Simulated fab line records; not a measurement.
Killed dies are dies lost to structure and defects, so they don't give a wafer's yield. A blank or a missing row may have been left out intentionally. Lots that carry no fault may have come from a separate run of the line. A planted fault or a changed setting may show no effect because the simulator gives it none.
8D (eight disciplines) problem report, filled in by code	flow n5Finfet	the parts of the form that need people (team, actions taken, sign-off) are left out

## 1. WHAT WENT WRONG
N5_BEOL_M4_INSPECT_59, rawDefectCount: mean 495 over 1 wafer from 1 lot; wafers with no fault: 70, standard deviation 24. That puts it +18 standard deviations away from the usual mean.
The step: inspects for defects (darkfield).
The first sign was on wafer L745.1 at day 10 05:55, on defectInspect-02. Wafers with a number at this step in the record: 27, from 9 lots. Rule for "out", or "out of limits": more than 4 standard deviations from the usual mean. The rest of the wafers with a number are treated as sound.

## 2. WHAT THIS IS AND IS NOT
question	is	is not
which readings at this step	rawDefectCount	-
which lots	L745	L736, L749, L750, L751, L752, L754, L758, L759
which wafers of those lots	L745.1	L745.2, L745.6
read on which gauges	defectInspect-02	defectInspect-01
when	from day 10 05:55	up to then (5 sound wafers); but 21 sound wafers of L749, L750, L751, L752, L754, L758, L759 came after

## 3. SUSPECTS, AND WHAT RULES EACH OUT
Counting: if a tool at a process step up to the reading ran every lot that is out, it stays a suspect. Sound lots after the first of them don't rule it out here, since some wafers of a struck lot are sound.
- the gauge at N5_BEOL_M4_INSPECT_59 has been ruled out. All the wafers that are out were read on defectInspect-02, but those of them that N5_PASSIVATION_PROBE_49 has rows for are out there too, on other tools.
- pvdSputter-03 at N5_BEOL_M4_SPUTTER_92 (material Cu, target thk 4.5 nm, time 8.29 s): kept. It ran the lot that is out, L745 (day 10 04:23).
- rtpAnneal-01 at N5_BEOL_M4_ANNEAL_51 (time 90 s): kept. It ran the lot that is out, L745 (day 10 05:02).
- pecvd-04 at N5_BEOL_M4_PRE_CLEAN_56 (time 15 s): kept. It processed L745, the lot that is out, at day 10 05:47, and its most recent sound lot before then was L736 at day 8 07:48.
Left after counting: pvdSputter-03 at N5_BEOL_M4_SPUTTER_92, rtpAnneal-01 at N5_BEOL_M4_ANNEAL_51, pecvd-04 at N5_BEOL_M4_PRE_CLEAN_56.

## 4. THE CAUSE (what the simulator had put in)
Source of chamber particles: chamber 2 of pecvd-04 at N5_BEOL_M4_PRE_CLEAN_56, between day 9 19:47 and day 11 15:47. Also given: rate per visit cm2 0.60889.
Counting left 3 suspects, and this tool is among them.

## 5. THE CHAIN OF EFFECTS, in route order
Rows list readings where the struck wafers' mean (over those with a number) sits beyond 3 standard deviations from the usual. Readings are gone through only where the record gives a usual standard deviation; hours: the median, over the lots, of the time from a lot's start at the first step in this table giving one to that lot's start at this step; sigmas: the change measured in usual standard deviations.
hours	step	reading	usual	on struck wafers	change	sigmas
0	N5_BEOL_M4_INSPECT_59	rawDefectCount	70	495	+425	+18
3	N5_BEOL_M5_INSPECT_13	rawDefectCount	379	795	+416	+5.2
5	N5_BEOL_M5_INSPECT_30	rawDefectCount	378	780	+402	+4.9
105	N5_PASSIVATION_PROBE_49	defectLimitedYield	91.4 %	79.5	-11.9	-7.9
105	N5_PASSIVATION_PROBE_49	killed_at_M0_to_M3	34	74	+40	+3.3
105	N5_PASSIVATION_PROBE_49	killed_at_M4_up	12	121	+109	+22
105	N5_PASSIVATION_PROBE_49	killedDies	101	242	+141	+7.8
105	N5_PASSIVATION_PROBE_49	sort_bin_5_function	5.1 %	12.4	+7.3	+7.5
105	N5_PASSIVATION_PROBE_49	sort_bin_6_memory	3.2 %	6.3	+3.1	+4.6
105	N5_PASSIVATION_PROBE_49	sortNPass	1079	938	-141	-8.3
105	N5_PASSIVATION_PROBE_49	sortYieldPct	91.4 %	79.5	-11.9	-7.9
Here are the process steps it includes:
- N5_PASSIVATION_PROBE_49
Later steps that measure or inspect, where all struck wafers having a row at the step show a number for every such reading and not one has moved that far: N5_BEOL_M4_RC_MEAS_101.

## 6. HOW IT WOULD HAVE BEEN CAUGHT EARLIER
Counted from the fault's start at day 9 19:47, it took 10 hours until the first out-of-limits reading at a measuring or inspecting step in this record, taken at day 10 05:55.
Lots out: 1; all had begun N5_BEOL_M4_PRE_CLEAN_56 on pecvd-04 by day 10 05:55. Tool hold at that time: it would have spared none of them.
